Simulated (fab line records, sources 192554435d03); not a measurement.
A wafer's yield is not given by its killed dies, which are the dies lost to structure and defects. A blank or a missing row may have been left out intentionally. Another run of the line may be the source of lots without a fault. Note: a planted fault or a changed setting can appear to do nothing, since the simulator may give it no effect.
A lot that was struck, set against a sound lot / flow n5_finfet / 21 steps out of a route of 1938
Sound: wafers L547.3, L547.4, L547.6. Struck: wafer L562.4 (left out: L562.2, L562.3 of the same lot, which were not struck); the cause appears at the end.
Per side, at each step with rows, come the tool, then ch with its chambers, and then its first start. Under that, the readings that differ: sound wafers / struck wafers / difference of the means / sigmas: that difference in standard deviations of wafers without a fault.
alike: same words and numbers on both sides, and readings whose means sit less than 2 such deviations apart. not compared: any withheld reading, any reading some wafer has no value for, any bound like >300 that may hide the same value, and any number with overlapping values for which the record gives no deviation.
Wherever a step has rows on one side only, a row that says differs or no value, or a row with sigmas, the two part there. Numbers that have no deviation but don't overlap get no sigmas and don't part them. A reading that every wafer of one side lacks parts them only if that side has two wafers or more.

first, 8 steps without rows for these wafers: N5_BEOL_M14_COAT_58 (time 60 s, resist thk 89 nm); N5_BEOL_M14_COAT_04 (resist thk 800 nm); N5_BEOL_M14_EBR_06; N5_BEOL_M14_SOFTBAKE_05 (time 60 s); N5_BEOL_M14_EXPOSE_07 (exposes mask V13); N5_BEOL_M14_PEB_08 (peb time 90 s); N5_BEOL_M14_DEVELOP_09 (develop time 45 s); N5_BEOL_M14_HARDBAKE_14 (time 120 s).
N5_BEOL_M14_CD_MEAS_10: target cd 250 nm.
  sound on cd_sem-03 ch 0, day 12 22:09; struck on cd_sem-01 ch 0, day 16 11:35
  alike: cd_nm
N5_BEOL_M14_OVL_MEAS_11:
  sound on overlay-01 ch 0, day 12 22:11; struck on overlay-01 ch 0, day 16 11:37
  alike: V13_OVL
N5_BEOL_M14_INSPECT_12: inspects for defects (macro).
  sound on defect_inspect-02 at day 12 22:12; struck on defect_inspect-02 at day 16 11:38
  alike: raw_defect_count
N5_BEOL_M14_DESCUM_15: chemistry O2, time 7.9 s.
  sound on rie_diel-02 ch 1,2,3, day 12 22:14; struck on rie_diel-01 ch 1, day 16 11:40
  alike: drypump_motor_current_A, oes_product_au, rf_vpp_V, showerhead_plenum_p_Torr, throttle_valve_pct
  not compared: rf_hours_counter_h
N5_BEOL_M14_ETCH_59: etches BARC in N2/H2, target depth 89 nm, overetch 26.7 nm, time 67.9 s.
  sound on rie_diel-02 ch 1,2,3, day 12 22:16; struck on rie_diel-01 ch 1, day 16 11:42
reading=model.coat_of_BEOL_M14_COAT_04.thk_nm (nm); sound=716.6 718.8 719.2; struck=686.4; difference=-31.8; sigmas=
  alike: drypump_motor_current_A, oes_product_au, rf_vpp_V, showerhead_plenum_p_Torr, throttle_valve_pct
  not compared: rf_hours_counter_h
N5_BEOL_M14_VIA_ETCH_16: etches SiO2 in C4F8/O2/Ar, target depth 1231.3 nm.
  sound on rie_diel-02 ch 1,2,3, day 12 22:19; struck on rie_diel-01 ch 1, day 16 11:46
reading=model.coat_of_BEOL_M14_COAT_04.thk_nm (nm); sound=451.4 460.2 450; struck=416.4; difference=-37.5; sigmas=
  alike: drypump_motor_current_A, oes_ar_750_au, oes_product_au, rf_vpp_V, showerhead_plenum_p_Torr, throttle_valve_pct
N5_BEOL_M14_STRIP_63: strips in O2.
  sound: rie_diel-02 ch 1,2,3; struck: rie_diel-01 ch 1
reading=rf_vpp_V (V); sound=4.2 3.7 4.4; struck=2.2; difference=-1.9; sigmas=-2
  alike: drypump_motor_current_A, oes_product_au, showerhead_plenum_p_Torr, throttle_valve_pct
  not compared: rf_hours_counter_h
N5_BEOL_M14_STRIP_64: strips in O2.
  sound: rie_diel-02 ch 1,2,3; struck: rie_diel-01 ch 1
  alike: drypump_motor_current_A, oes_product_au, rf_vpp_V, showerhead_plenum_p_Torr, throttle_valve_pct
  not compared: rf_hours_counter_h
then, 2 steps without rows for these wafers: N5_BEOL_M14_STRIP_71 (strips in post etch residue remover, time 60 s); N5_BEOL_M14_SRD_72 (time 30 s, dry time 30 s).
N5_BEOL_M14_CD_MEAS_17: target cd 250 nm.
  sound on cd_sem-03 at day 12 22:40; struck on cd_sem-03 at day 16 12:07
reading=cd_nm (nm); sound=252.4 249.6 252.1; struck=258.4; difference=+7.0; sigmas=+4
then, 1 step without rows for these wafers: N5_BEOL_M14_COAT_65 (time 60 s, resist thk 450 nm).
N5_PASSIVATION_PROBE_49:
  sound on prober-02 at day 14 00:32; struck on prober-02 at day 17 13:53
  alike: defect_limited_yield, killed_at_M0_to_M3, killed_at_M4_up, killed_at_contacts, killed_at_front_end, killed_at_other, killed_dies, killed_open, killed_short, sort_bin_5_function, sort_bin_6_memory, sort_n_pass, sort_yield_pct

WHERE THEY PART
Earliest at N5_BEOL_M14_STRIP_63; latest, in this record, at N5_BEOL_M14_CD_MEAS_17. Later steps at which nothing parts them and some readings are alike: N5_PASSIVATION_PROBE_49.

WHY: what had been put in by the simulator
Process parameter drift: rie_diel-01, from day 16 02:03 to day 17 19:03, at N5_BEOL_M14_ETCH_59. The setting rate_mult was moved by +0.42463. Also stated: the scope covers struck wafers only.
